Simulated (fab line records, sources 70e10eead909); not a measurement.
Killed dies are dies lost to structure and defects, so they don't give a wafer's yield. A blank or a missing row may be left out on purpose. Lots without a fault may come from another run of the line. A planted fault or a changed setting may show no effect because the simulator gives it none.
A struck lot beside a sound one | flow nand_harc | 41 steps out of a route of 1302
Sound: wafers L722.1, L722.2, L722.5. Struck: wafer L729.4. (L729.1, L729.3 of the same lot were not struck and are left out.) The cause comes at the end.
At each step with rows: each side's tool, then ch and its chambers, then its first start. Under that, the readings that differ: sound wafers | struck wafers | difference of the means | sigmas: that difference in standard deviations of wafers without a fault.
alike: readings whose means differ by less than 2 such deviations, and words and numbers that are the same on both sides. not compared: withheld readings, readings that some wafer has no value for, bounds like >300 that may hide the same value, and numbers for which the record gives no deviation and whose values overlap.
The two part at a step that has a row with sigmas, a row that says differs or no value, or rows on one side only. Numbers that don't overlap but have no deviation are shown without sigmas and don't part them. A reading that every wafer of one side lacks parts them only if that side has two wafers or more.

NHARC_P_M0_CD_MEAS_09: target cd 90 nm.
  sound on cd_sem-03 ch 0, day 6 06:07; struck on cd_sem-01 ch 0, day 9 06:22
  alike: cd_nm
NHARC_P_M0_OVL_MEAS_10: pitch 180 nm.
  sound on overlay-01, day 6 06:12; struck on overlay-01, day 9 06:27
  alike: overlay_x_nm, overlay_y_nm
NHARC_P_M0_INSPECT_11:
  sound on defect_inspect-02, day 6 06:14; struck on defect_inspect-02, day 9 06:29
  alike: raw_defect_count
then, 3 steps without rows for these wafers: NHARC_P_M0_DESCUM_14 (chemistry O2, time 3 s); NHARC_P_M0_ETCH_34 (etches the open film in N2/H2, target depth 40 nm, overetch 12 nm, time 43.94 s); NHARC_P_M0_ETCH_15 (etches the open film in C4F8/Ar, target depth 150 nm, overetch 15 nm, time 82.5 s).
NHARC_P_M0_CD_MEAS_16:
  sound on cd_sem-01, day 6 06:44; struck on cd_sem-03, day 9 06:51
  alike: cd_nm
then, 4 steps without rows for these wafers: NHARC_P_M0_STRIP_18 (strips in N2/H2); NHARC_P_M0_STRIP_19 (strips in post etch residue remover, time 600 s); NHARC_P_M0_DEGAS_28 (time 60 s); NHARC_P_M0_PRE_CLEAN_29 (time 30 s).
NHARC_P_M0_PVD_20: deposits TaN, target thk 5 nm, time 8.06 s.
  sound on pvd_sputter-03; struck on pvd_sputter-01
  reading                | sound          | struck | difference | sigmas
  throttle_valve_pct (%) | 29.8 31.3 28.3 | 32.1   | +2.3       | +2
NHARC_P_M0_PVD_21: deposits Cu, target thk 30 nm, time 20.49 s.
  sound on pvd_sputter-03, day 6 07:44; struck on pvd_sputter-01, day 9 07:41
  alike: throttle_valve_pct
then, 2 steps without rows for these wafers: NHARC_P_M0_ECD_22 (material Cu, target thk 400 nm); NHARC_P_M0_ANNEAL_30 (time 90 s).
NHARC_P_M0_CMP_23: polishes, t overpolish 20 s, target thk 117.54 nm.
  sound on cmp-01 ch 1,3, day 6 08:37; struck on cmp-01 ch 0, day 9 08:35
  alike: motor_current_A, time_to_endpoint_s
then, 1 step without rows for these wafers: NHARC_P_M0_SRD_25.
NHARC_P_M0_INSPECT_27:
  sound on defect_inspect-02, day 6 09:04; struck on defect_inspect-01, day 9 09:02
  alike: raw_defect_count
then, 1 step without rows for these wafers: NHARC_P_M0_PRE_CLEAN_31 (time 12 s).
NHARC_P_M0_DEP_32: deposits SiCN, target thk 30 nm.
  sound on pecvd-01 ch 1,2, day 6 09:13; struck on pecvd-03 ch 2, day 9 09:11
  alike: heater_power_outer_w, heater_power_w
then, 10 steps without rows for these wafers: NHARC_P_M1_DEP_00 (deposits SiOC, target thk 182.5 nm); NHARC_P_M1_DEHYDRATE_01 (time 120 s); NHARC_P_M1_HMDS_02 (time 30 s); NHARC_P_M1_COAT_34 (time 65 s); NHARC_P_M1_COAT_03 (resist thk 90 nm); NHARC_P_M1_SOFTBAKE_04 (time 55 s); NHARC_P_M1_EBR_05; NHARC_P_M1_EXPOSE_06 (exposes mask P M1, target cd 130 nm); NHARC_P_M1_PEB_07 (peb time 65 s); NHARC_P_M1_DEVELOP_08 (develop time 35 s).
NHARC_P_M1_CD_MEAS_09: target cd 130 nm.
  the record has rows for the sound wafers here (cd_sem-03 ch 0, day 6 10:20) and none for the struck ones
NHARC_P_M1_OVL_MEAS_10: pitch 260 nm.
  the record has rows for the sound wafers here (overlay-02, day 6 10:26) and none for the struck ones
NHARC_P_M1_INSPECT_11:
  the record has rows for the sound wafers here (defect_inspect-02, day 6 10:28) and none for the struck ones
NHARC_P_M1_DESCUM_14: chemistry O2, time 3 s.
  the record has rows for the sound wafers here (rie_diel-02 ch 1,3, day 6 10:32) and none for the struck ones
then, 1 step without rows for these wafers: NHARC_P_M1_ETCH_35 (etches the open film in N2/H2, target depth 40 nm, overetch 12 nm, time 43.94 s).
NHARC_P_M1_ETCH_15: etches the open film in C4F8/Ar, target depth 182.5 nm, time 91.2 s.
  the record has rows for the sound wafers here (rie_diel-02 ch 1,3) and none for the struck ones
NHARC_P_M1_CD_MEAS_16:
  the record has rows for the sound wafers here (cd_sem-03, day 6 10:50) and none for the struck ones
then, 3 steps without rows for these wafers: NHARC_P_M1_STRIP_18 (strips in N2/H2); NHARC_P_M1_ETCH_28 (etches the open film in CF4/N2, target depth 30 nm, time 72.99 s); NHARC_P_M1_STRIP_19 (strips in post etch residue remover, time 600 s).
-- the record jumps here: 19 days lie between the struck wafers' starts before and after (it left off in module P_M1 and takes up again in module END, whose first step shown is number 1302 of the route) --
NHARC_END_SORT_01:
  sound on prober-02 ch 0, day 25 06:49; struck on prober-02 ch 0, day 28 17:56
  reading                  | sound       | struck | difference | sigmas
  defect_limited_yield (%) | 89 89 88    | 0      | -89        | -29
  killed_at_array          | 71 65 74    | 15     | -55        | -3
  killed_at_other          | 2 3 4       | 0      | -3         | -2
  killed_at_periphery      | 1 4 4       | 662    | +659       | +99 or more
  killed_dies              | 74 72 82    | 677    | +601       | +29
  killed_open              | 6 4 9       | 2      | -4         | -2
  sort_bin_2_pct (%)       | 5.0 2.2 4.6 | 97.9   | +94.0      | +72
  sort_bin_4_pct (%)       | 5.2 7.5 6.9 | 1.6    | -4.9       | -3
  sort_n_pass              | 603 605 595 | 0      | -601       | -29
  sort_rim_yield_pct (%)   | 91 90 89    | 0      | -90        | -17
  sort_yield_pct (%)       | 89 89 88    | 0      | -89        | -29
  alike: killed_short, sort_bin_3_pct

WHERE THEY PART
First at NHARC_P_M0_PVD_20; last, within this record, at NHARC_END_SORT_01.

WHY: what the simulator had put in
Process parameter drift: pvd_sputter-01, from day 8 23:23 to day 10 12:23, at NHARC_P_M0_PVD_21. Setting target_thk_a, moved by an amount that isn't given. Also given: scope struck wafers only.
